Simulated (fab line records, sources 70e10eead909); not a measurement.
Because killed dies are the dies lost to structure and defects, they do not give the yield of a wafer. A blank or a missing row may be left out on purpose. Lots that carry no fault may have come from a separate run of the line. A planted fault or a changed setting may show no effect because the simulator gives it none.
fab line records	flow nandHarc
record lots=6	wafers=18	lastDay=24
route steps=1159 shown P_M0@266 END@1159
lots untouched by any fault: they come from a run of this same line in which no faults occurred
startH: hours from the record's opening day to when the first of the lot's shown wafers began	waitH: hours elapsed since this lot's preceding step	" identical to the entry in the row above	L1.1+2: several wafers, shown together as one row	- either no value or no given start	* or withheld: withheld	< > ~ a bound
route shown NAME@n: names a module that has steps shown in the file, with the first one's number in the route	usual: mean/standard deviation of fault-free wafers	same: alike in all rows	chamber/n: place in a boat	sites: readings site by site	_std_site: standard deviation of those values	_edge_site: outer sites' mean less inner sites'	radiusMm: how far each site lies from the wafer's centre	mask NAME#n: copy n	behind: the most recent tool/chamber to have shaped the wafer	hold: why the lot went on hold/how many hours it stayed there/how the hold came to an end	device: which transistor (n, p or np) failed to switch	end of line: at the end of the route, the tests of the same wafers	step lacking rows: just its recipe	killed: count of dies lost to structure and defects at first sort (not the wafer's yield)	map: a wafer's dies, marking killed ones x, the rest . and places with no die _
set.NAME: the setting the step ran with; set.NAME@STEP: the setting that earlier step ran with	model.NAME: the simulator's own value behind a step, which no gauge read
lots at some steps of the route; a table a step, a row a wafer
services: a tool's chamber out of use, with start hour (startH, from the record's first day; less than 0 if before it), hours out, and reason
## steps
# step NHARC_P_M0_DESCUM_14
# recipe timeS=3	o2FlowSccm=200	arFlowSccm=0	biasPowerW=0	chemistry=O2
# usual drypumpMotorCurrentA=5.9/0.58	oesProductAu=1.004/0.017	rfVppV=57.8/0.87	showerheadPlenumPTorr=1.92/0.091	throttleValvePct=11.312/0.0085
lot.wafer	tool	chamber	startH	waitH	drypumpMotorCurrentA	oesProductAu	rfHoursCounterH	rfVppV	showerheadPlenumPTorr	throttleValvePct
L152.3	rieDiel-10	0	134.92	0.1	6.7	1.021	8	57.0	1.80	11.319
L152.1	"	2	"	"	6.3	1.027	8	57.5	2.04	11.303
L152.6	"	3	"	"	5.7	0.990	-	57.3	1.98	11.301
L155.4	rieDiel-10	3	152.50	0.1	5.7	0.971	10	58.2	1.98	11.311
L155.6	"	0	"	"	6.7	1.020	-	57.4	1.80	11.314
L155.5	"	1	"	"	5.2	1.011	-	58.6	1.96	11.304
L160.2	rieDiel-07	2	181.09	0.1	6.7	1.011	8	58.5	1.87	11.309
L160.1	"	0	"	"	6.4	1.012	9	57.4	2.00	11.307
L160.5	"	3	"	"	6.1	0.989	-	57.7	1.84	11.306
L164.2	rieDiel-05	0	208.79	0.1	6.0	1.012	3	59.1	1.80	11.318
L164.5	"	2	"	"	4.9	0.987	-	57.3	1.85	11.312
L164.6	"	3	"	"	5.6	0.960	-	58.9	1.89	11.304
L171.4	rieDiel-05	2	239.58	0.1	4.9	1.002	6	57.6	1.85	11.311
L171.1	"	3	"	"	5.6	0.963	5	58.2	1.89	11.319
L171.5	"	3	"	"	5.6	0.964	-	58.1	1.89	11.297
L173.1	rieDiel-10	3	251.00	0.1	5.7	1.000	3	58.4	1.98	11.316
L173.2	"	0	"	"	6.6	1.000	3	58.2	1.80	11.310
L173.6	"	2	"	"	6.3	1.025	-	58.9	2.04	11.320
# step NHARC_P_M0_ETCH_34
# recipe targetDepthA=400	overetchA=120	timeS=43.94	ionEnergyEv=200	n2FlowSccm=150	h2FlowSccm=150	arFlowSccm=0	rfW=400	biasW=150	chemistry=N2/H2
# usual drypumpMotorCurrentA=5.9/0.57	oesProductAu=1.004/0.018	rfVppV=430.6/2.8	showerheadPlenumPTorr=2.05/0.098	throttleValvePct=14.172/0.0088
lot.wafer	tool	chamber	startH	waitH	drypumpMotorCurrentA	oesProductAu	rfHoursCounterH	rfVppV	showerheadPlenumPTorr	throttleValvePct
L152.3	rieDiel-10	2	135.00	0.1	6.3	1.037	8	433.8	2.18	14.188
L152.1	"	3	"	"	5.7	0.980	8	432.8	2.11	14.178
L152.6	"	2	"	"	6.3	1.041	-	435.2	2.18	14.160
L155.4	rieDiel-10	0	152.56	0.1	6.6	1.024	10	425.7	1.91	14.172
L155.5	"	0	"	"	6.7	1.030	-	427.1	1.91	14.162
L155.6	"	1	"	"	5.2	1.019	-	432.6	2.09	14.165
L160.1	rieDiel-07	3	181.18	0.1	6.1	0.982	8	427.9	1.96	14.161
L160.2	"	0	"	"	6.4	1.015	9	432.1	2.14	14.168
L160.5	"	2	"	"	6.7	1.010	-	429.9	1.99	14.176
L164.2	rieDiel-05	3	208.88	0.1	5.6	0.973	3	429.3	2.01	14.169
L164.6	"	2	"	"	4.9	0.984	-	428.0	1.97	14.166
L164.5	"	3	"	"	5.6	0.965	-	429.8	2.01	14.158
L171.4	rieDiel-05	0	239.67	0.1	6.0	1.021	6	426.1	1.91	14.183
L171.1	"	1	"	"	5.7	0.999	6	426.8	1.94	14.167
L171.5	"	3	"	"	5.6	0.970	-	430.8	2.01	14.161
L173.1	rieDiel-10	3	251.08	0.1	5.6	1.002	3	431.5	2.11	14.169
L173.2	"	0	"	"	6.7	1.014	3	425.8	1.91	14.178
L173.6	"	2	"	"	6.3	1.016	-	435.5	2.18	14.170
# step NHARC_P_M0_ETCH_15
# recipe targetDepthA=1500	overetchA=150	timeS=82.5	c4f8FlowSccm=withheld	arFlowSccm=400	rfW=600	biasW=300	chemistry=C4F8/Ar
# step NHARC_P_M0_CD_MEAS_16
# usual cdNm=89.9/1.1
lot.wafer	tool	chamber	startH	waitH	cdNm
L152.1	cdSem-03	-	135.21	-	89.9
L152.3	"	-	"	"	89.1
L152.6	"	-	"	"	89.5
L155.4	cdSem-02	-	152.79	-	90.8
L155.5	"	-	"	"	91.4
L155.6	"	-	"	"	92.3
L160.1	cdSem-01	-	181.39	-	91.5
L160.2	"	-	"	"	91.6
L160.5	"	-	"	"	88.7
L164.2	cdSem-02	-	209.11	-	90.0
L164.5	"	-	"	"	90.4
L164.6	"	-	"	"	89.7
L171.1	cdSem-01	-	239.88	-	89.5
L171.4	"	-	"	"	89.3
L171.5	"	-	"	"	88.7
L173.1	cdSem-02	-	251.29	-	91.3
L173.2	"	-	"	"	92.3
L173.6	"	-	"	"	90.0
# step NHARC_P_M0_STRIP_18
# recipe powerW=1000	n2FlowSccm=150	h2FlowSccm=150	arFlowSccm=0	biasW=0	chemistry=N2/H2
# step NHARC_P_M0_STRIP_19
# recipe timeS=600	tempC=30	chemistry=postEtchResidueRemover
# step NHARC_P_M0_DEGAS_28
# recipe tempC=250	timeS=60
# usual heaterPowerW=330/30
lot.wafer	tool	chamber	startH	waitH	heaterPowerW
L152.3	pvdSputter-01	-	135.83	-	303
L152.1	"	-	"	"	335
L152.6	"	-	"	"	301
L155.4	pvdSputter-01	-	153.43	-	302
L155.5	"	-	"	"	325
L155.6	"	-	"	"	312
L160.1	pvdSputter-03	-	182.02	-	345
L160.2	"	-	"	"	299
L160.5	"	-	"	"	324
L164.2	pvdSputter-01	-	209.73	-	307
L164.5	"	-	"	"	313
L164.6	"	-	"	"	325
L171.1	pvdSputter-02	-	240.50	-	395
L171.4	"	-	"	"	403
L171.5	"	-	"	"	295
L173.2	pvdSputter-02	-	251.90	-	287
L173.1	"	-	"	"	389
L173.6	"	-	"	"	286
# step NHARC_P_M0_PRE_CLEAN_29
# recipe timeS=30	tempC=280	gas=H2/He
# step NHARC_P_M0_PVD_20
# recipe targetThkA=50	biasV=168.6	powerW=15000	chamberPressurePa=0.12	timeS=8.06	substrateTempC=50	material=TaN
# usual biasV=168.8/1.6	throttleValvePct=30.5/0.79
lot.wafer	tool	chamber	startH	waitH	biasV	throttleValvePct
L152.3	pvdSputter-01	-	-	-	168.1	30.9
L152.1	"	-	"	"	167.3	30.5
L152.6	"	-	"	"	168.7	31.5
L155.4	pvdSputter-01	-	-	-	166.7	30.5
L155.5	"	-	"	"	169.1	31.4
L155.6	"	-	"	"	167.4	30.6
L160.2	pvdSputter-03	-	-	-	171.1	30.3
L160.1	"	-	"	"	172.0	29.6
L160.5	"	-	"	"	170.5	30.4
L164.2	pvdSputter-01	-	-	-	170.8	31.0
L164.5	"	-	"	"	168.3	31.9
L164.6	"	-	"	"	165.5	31.7
L171.1	pvdSputter-02	-	-	-	168.1	30.8
L171.4	"	-	"	"	166.3	30.6
L171.5	"	-	"	"	168.4	30.5
L173.1	pvdSputter-02	-	-	-	169.3	29.8
L173.2	"	-	"	"	168.7	30.7
L173.6	"	-	"	"	170.6	30.7
# step NHARC_P_M0_PVD_21
# recipe targetThkA=300	chamberPressurePa=5	powerW=5000	substrateTempC=30	timeS=20.49	material=Cu
# usual throttleValvePct=30.5/0.73
lot.wafer	tool	chamber	startH	waitH	throttleValvePct
L152.3	pvdSputter-01	-	-	-	30.3
L152.1	"	-	"	"	30.5
L152.6	"	-	"	"	30.7
L155.4	pvdSputter-01	-	-	-	31.1
L155.5	"	-	"	"	31.5
L155.6	"	-	"	"	30.7
L160.2	pvdSputter-03	-	-	-	29.7
L160.1	"	-	"	"	30.2
L160.5	"	-	"	"	30.2
L164.2	pvdSputter-01	-	-	-	31.6
L164.5	"	-	"	"	31.5
L164.6	"	-	"	"	31.4
L171.1	pvdSputter-02	-	-	-	30.9
L171.4	"	-	"	"	30.6
L171.5	"	-	"	"	30.7
L173.1	pvdSputter-02	-	-	-	30.8
L173.2	"	-	"	"	30.5
L173.6	"	-	"	"	30.6
# step NHARC_P_M0_ECD_22
# recipe targetThkA=4000	bathTempC=25	material=Cu
# step NHARC_P_M0_ANNEAL_30
# recipe tempC=225	timeS=90
# step NHARC_P_M0_CMP_23
# recipe tOverpolishS=20	targetThkNm=117.53
# usual motorCurrentA=12.5/1.1	timeToEndpointS=29.2/2.2
lot.wafer	tool	chamber	startH	waitH	motorCurrentA	timeToEndpointS
L152.1	cmp-03	0	136.93	-	11.7	29.6
L152.3	"	1	"	"	12.0	32.4
L152.6	"	0	"	"	12.3	30.9
L155.4	cmp-03	0	154.52	-	12.5	16.2
L155.6	"	0	"	"	12.2	15.2
L155.5	"	1	"	"	12.2	17.9
L160.1	cmp-03	1	183.11	-	12.4	17.6
L160.2	"	0	"	"	12.6	16.7
L160.5	"	1	"	"	12.9	18.2
L164.2	cmp-04	1	211.01	-	13.5	26.3
L164.6	"	0	"	"	13.3	27.6
L164.5	"	1	"	"	13.1	25.1
L171.1	cmp-01	3	241.63	-	13.2	32.4
L171.4	"	0	"	"	11.5	27.5
L171.5	"	2	"	"	9.6	31.7
L173.1	cmp-03	3	253.01	-	13.2	30.9
L173.2	"	1	"	"	11.8	32.9
L173.6	"	0	"	"	12.5	33.4
# step NHARC_P_M0_THK_MEAS_24
# recipe thkMeasGauge=xrf
# usual thkNm=117.6/1.3
lot.wafer	tool	chamber	startH	waitH	thkNm
L152.1	filmMetro-01	-	137.23	-	118.9
L152.3	"	-	"	"	119.4
L152.6	"	-	"	"	115.9
L155.4	filmMetro-01	-	154.83	-	109.6
L155.5	"	-	"	"	110.4
L155.6	"	-	"	"	109.5
L160.1	filmMetro-02	-	183.42	-	111.8
L160.2	"	-	"	"	110.4
L160.5	"	-	"	"	112.2
L164.2	filmMetro-01	-	211.29	-	116.5
L164.5	"	-	"	"	115.3
L164.6	"	-	"	"	117.2
L171.1	filmMetro-01	-	241.92	-	118.5
L171.4	"	-	"	"	117.7
L171.5	"	-	"	"	117.3
L173.1	filmMetro-01	-	253.32	-	118.4
L173.2	"	-	"	"	117.6
L173.6	"	-	"	"	120.7
# step NHARC_P_M0_SRD_25
# step NHARC_END_SORT_01
# recipe tempC=25
# usual defectLimitedYield=95.0/1.7	killedAtArray=31/11	killedAtOther=0.5/0.78	killedAtPeriphery=3.0/2	killedDies=34/12	killedOpen=3.2/2	killedShort=1.9/1.6	sort_bin_2_pct=1.6/0.67	sort_bin_3_pct=0.26/0.2	sort_bin_4_pct=3.2/1.1	sortNPass=643/12	sortRimYieldPct=96.8/1.8	sortYieldPct=95.0/1.7
# same grossDies=677	sort_bin_5_pct[%]=0	sort_bin_6_pct[%]=0	sort_bin_7_pct[%]=0	sort_bin_8_pct[%]=0	sortRimNGross=106.00
lot.wafer	tool	chamber	startH	waitH	defectLimitedYield[%]	killedAtArray	killedAtOther	killedAtPeriphery	killedDies	killedOpen	killedShort	sort_bin_2_pct[%]	sort_bin_3_pct[%]	sort_bin_4_pct[%]	sortNPass	sortRimYieldPct[%]	sortYieldPct[%]
L152.1	prober-02	0	461.19	2.5	94.5	34	0	3	37	2	4	1.3	0.30	3.8	640	97.2	94.5
L152.3	prober-02	0	462.75	3.0	95.1	33	0	0	33	2	1	1.6	0	3.2	644	95.3	95.1
L152.6	prober-02	0	465.09	3.9	94.5	29	1	7	37	5	1	2.1	0.15	3.2	640	93.4	94.5
L155.4	prober-02	0	483.86	3.4	94.4	34	0	4	38	3	3	1.8	0.30	3.5	639	94.3	94.4
L155.5	prober-02	0	484.65	3.7	94.7	28	1	7	36	1	3	1.3	0.44	3.5	641	97.2	94.7
L155.6	prober-02	0	485.45	4.0	95.4	28	0	3	31	3	0	2.2	0.59	1.8	646	97.2	95.4
L160.1	prober-01	0	497.37	2.5	96.8	20	0	2	22	1	2	1.5	0	1.8	655	96.2	96.8
L160.2	prober-01	0	498.16	2.8	96.9	18	0	3	21	1	4	1.6	0.15	1.3	656	98.1	96.9
L160.5	prober-01	0	500.55	3.7	97.3	14	0	4	18	4	1	0.7	0.15	1.8	659	96.2	97.3
L164.2	prober-02	0	549.37	2.8	95.0	28	0	6	34	1	0	1.5	0.44	3.1	643	99.1	95.0
L164.6	prober-02	0	552.60	4.0	96.0	22	0	5	27	7	1	1.5	0.15	2.4	650	99.1	96.0
L171.1	prober-01	0	569.96	2.5	92.2	44	1	8	53	6	1	3.1	0.74	4.0	624	98.1	92.2
L171.4	prober-01	0	572.41	3.4	89.4	65	0	7	72	8	3	3.2	0.44	6.9	605	95.3	89.4
L171.5	prober-01	0	573.23	3.8	91.9	52	0	3	55	2	1	3.1	0.74	4.3	622	98.1	91.9
L173.1	prober-01	0	577.90	2.5	97.5	15	0	2	17	4	0	1.2	0.15	1.2	660	99.1	97.5
L173.2	prober-01	0	578.70	2.8	97.3	15	0	3	18	4	2	0.7	0.30	1.6	659	99.1	97.3
L173.6	prober-01	0	581.89	4.0	97.3	17	0	1	18	2	2	1.0	0.15	1.5	659	97.2	97.3
# killed by level:class
L152.1 A_CHANNEL_HOLE_D1:chamberFilmFlake=17 A_SLIT:chamberFilmFlake=7 A_WL_FILL:chamberFilmFlake=3 A_CONTACT:chamberFilmFlake=2 P_GATE:geometricParticle:short=1 P_M1:geometricParticle:short=1 A_CHANNEL_FILL_D1:geometricParticle:short=1 A_WL_FILL:geometricParticle:open=1
L152.3 A_SLIT:chamberFilmFlake=10 A_CHANNEL_HOLE_D1:chamberFilmFlake=6 A_WL_FILL:chamberFilmFlake=5 A_CONTACT:chamberFilmFlake=5 A_STAIRCASE:chamberFilmFlake=3 A_ONON_D1:geometricParticle:short=1 A_WL_FILL:geometricParticle:open=1 A_M0:geometricParticle:open=1
L152.6 A_CHANNEL_HOLE_D1:chamberFilmFlake=11 A_SLIT:chamberFilmFlake=7 A_STAIRCASE:chamberFilmFlake=4 P_BONDPAD:chamberFilmFlake=3 P_CONTACT:geometricParticle:open=2 A_WL_FILL:chamberFilmFlake=2 P_GATE:chamberFilmFlake=2 A_ONON_D1:geometricParticle:open=1
L155.4 A_SLIT:chamberFilmFlake=14 A_STAIRCASE:chamberFilmFlake=7 A_CHANNEL_HOLE_D1:chamberFilmFlake=4 P_ZERO_WELL:chamberFilmFlake=3 A_CONTACT:geometricParticle:open=2 A_CHANNEL_HOLE_D1:geometricParticle:short=1 A_SGD_CUT:geometricParticle:short=1 A_BLC:geometricParticle:short=1
L155.5 A_SLIT:chamberFilmFlake=14 A_CHANNEL_HOLE_D1:chamberFilmFlake=6 P_GATE:chamberFilmFlake=3 P_ZERO_WELL:chamberFilmFlake=3 P_CONTACT:geometricParticle:short=1 A_CHANNEL_HOLE_D1:geometricParticle:short=1 A_CHANNEL_FILL_D1:geometricParticle:short=1 A_BLC:geometricParticle:open=1
L155.6 A_SLIT:chamberFilmFlake=17 A_CHANNEL_HOLE_D1:chamberFilmFlake=5 A_STAIRCASE:chamberFilmFlake=5 P_GATE:geometricParticle:open=1 P_M0:geometricParticle:open=1 A_CONTACT:geometricParticle:open=1 P_GATE:chamberFilmFlake=1
L160.1 A_CHANNEL_HOLE_D1:chamberFilmFlake=6 A_STAIRCASE:chamberFilmFlake=4 A_SLIT:chamberFilmFlake=3 A_ZERO_WELL:chamberFilmFlake=2 A_CHANNEL_FILL_D1:chamberFilmFlake=2 P_GATE:geometricParticle:open=1 A_WL_FILL:geometricParticle:short=1 A_CONTACT:geometricParticle:short=1
L160.2 A_STAIRCASE:chamberFilmFlake=7 A_CHANNEL_HOLE_D1:chamberFilmFlake=3 A_ONON_D1:geometricParticle:short=2 P_ZERO_WELL:chamberFilmFlake=2 A_CONTACT:chamberFilmFlake=2 A_CHANNEL_HOLE_D1:geometricParticle:short=1 A_WL_FILL:geometricParticle:short=1 A_BLC:geometricParticle:open=1
L160.5 A_CHANNEL_HOLE_D1:chamberFilmFlake=3 A_STAIRCASE:chamberFilmFlake=3 A_SLIT:chamberFilmFlake=3 P_ZERO_WELL:chamberFilmFlake=2 P_STI:geometricParticle:open=1 P_CONTACT:geometricParticle:open=1 A_ONON_D1:geometricParticle:short=1 A_CONTACT:geometricParticle:open=1
L164.2 A_CHANNEL_HOLE_D1:chamberFilmFlake=20 P_STI:chamberFilmFlake=5 A_CONTACT:chamberFilmFlake=4 A_STAIRCASE:chamberFilmFlake=3 P_CONTACT:geometricParticle:open=1 A_SLIT:chamberFilmFlake=1
L164.6 A_CHANNEL_HOLE_D1:chamberFilmFlake=14 A_CONTACT:geometricParticle:open=2 P_GATE:chamberFilmFlake=2 A_CONTACT:chamberFilmFlake=2 P_CONTACT:geometricParticle:open=1 P_M0:geometricParticle:open=1 A_SOURCE_PLATE:geometricParticle:open=1 A_ONON_D1:geometricParticle:open=1
L171.1 A_CHANNEL_HOLE_D1:chamberFilmFlake=19 A_SLIT:chamberFilmFlake=16 A_CONTACT:chamberFilmFlake=5 P_GATE:chamberFilmFlake=3 P_M0:geometricParticle:open=2 P_CONTACT:geometricParticle:open=1 A_ONON_D1:geometricParticle:open=1 A_CHANNEL_FILL_D1:geometricParticle:open=1
L171.4 A_CHANNEL_HOLE_D1:chamberFilmFlake=26 A_SLIT:chamberFilmFlake=21 A_CONTACT:chamberFilmFlake=4 A_CONTACT:geometricParticle:open=3 P_BONDPAD:chamberFilmFlake=3 A_M0:chamberFilmFlake=3 P_GATE:geometricParticle:open=2 A_BLC:geometricParticle:open=2
L171.5 A_CHANNEL_HOLE_D1:chamberFilmFlake=26 A_SLIT:chamberFilmFlake=17 A_CONTACT:chamberFilmFlake=6 A_WL_FILL:geometricParticle:short=1 A_WL_FILL:geometricParticle:open=1 A_BLC:geometricParticle:open=1 P_STI:chamberFilmFlake=1 P_GATE:chamberFilmFlake=1
L173.1 A_CHANNEL_HOLE_D1:chamberFilmFlake=9 A_CONTACT:chamberFilmFlake=4 P_STI:geometricParticle:open=1 P_CONTACT:geometricParticle:open=1 A_CHANNEL_FILL_D1:geometricParticle:open=1 A_CONTACT:geometricParticle:open=1
L173.2 A_CHANNEL_HOLE_D1:chamberFilmFlake=4 A_CONTACT:chamberFilmFlake=3 P_M0:geometricParticle:open=2 A_ONON_D1:geometricParticle:short=2 A_WL_FILL:geometricParticle:open=1 A_CONTACT:geometricParticle:open=1 P_CONTACT:chamberFilmFlake=1 A_ZERO_WELL:chamberFilmFlake=1
L173.6 A_CHANNEL_HOLE_D1:chamberFilmFlake=6 A_CONTACT:chamberFilmFlake=4 A_WL_FILL:chamberFilmFlake=2 P_M0:geometricParticle:open=1 A_WL_FILL:geometricParticle:open=1 A_WL_FILL:geometricParticle:short=1 A_M1:geometricParticle:short=1 A_CHANNEL_FILL_D1:chamberFilmFlake=1
## services
tool	chamber	startH	hours	kind
cmp-03	-	111.59	4.0	pm
rieDiel-07	2	121.18	7.9	repair
cmp-01	-	124.61	1.5	repair
rieDiel-10	0	131.09	-	clean
rieDiel-10	1	131.09	-	clean
rieDiel-10	2	131.09	-	clean
rieDiel-10	3	131.09	-	clean
cmp-03	-	134.24	1.2	repair
rieDiel-07	1	140.73	2.5	repair
cmp-04	-	151.29	1.2	repair
rieDiel-10	0	155.59	-	clean
pvdSputter-01	-	158.00	10.0	pm
rieDiel-05	-	163.62	9.0	pm
rieDiel-10	-	176.64	9.0	pm
cmp-01	-	179.50	4.0	pm
rieDiel-10	2	199.19	1.3	repair
cmp-04	-	203.00	4.0	pm
rieDiel-05	1	204.46	4.9	repair
cmp-03	-	209.59	4.0	pm
pvdSputter-02	-	214.01	10.0	pm
rieDiel-05	3	221.86	1.8	repair
pvdSputter-03	-	224.96	7.2	repair
rieDiel-07	-	228.20	9.0	pm
cmp-03	-	236.64	0.4	repair
## key
firstSign step=NHARC_P_M0_CMP_23	reading=timeToEndpointS	direction=down	sigmas=5.5	usual=*	struck=*
effect step=NHARC_P_M0_THK_MEAS_24	reading=thkNm	direction=down	sigmas=5.2	usual=117.6	struck=110.6
metAt NHARC_P_M0_CMP_23
struckWafers L155.4,L155.5,L155.6,L160.1,L160.2,L160.5
onsetBetween 136.93 154.52
fault kind=processParameterDrift	tool=cmp-03	chamber=-	onsetH=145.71	steps=NHARC_P_M0_CMP_23	channel=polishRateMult	offset=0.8	shape=step	endH=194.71
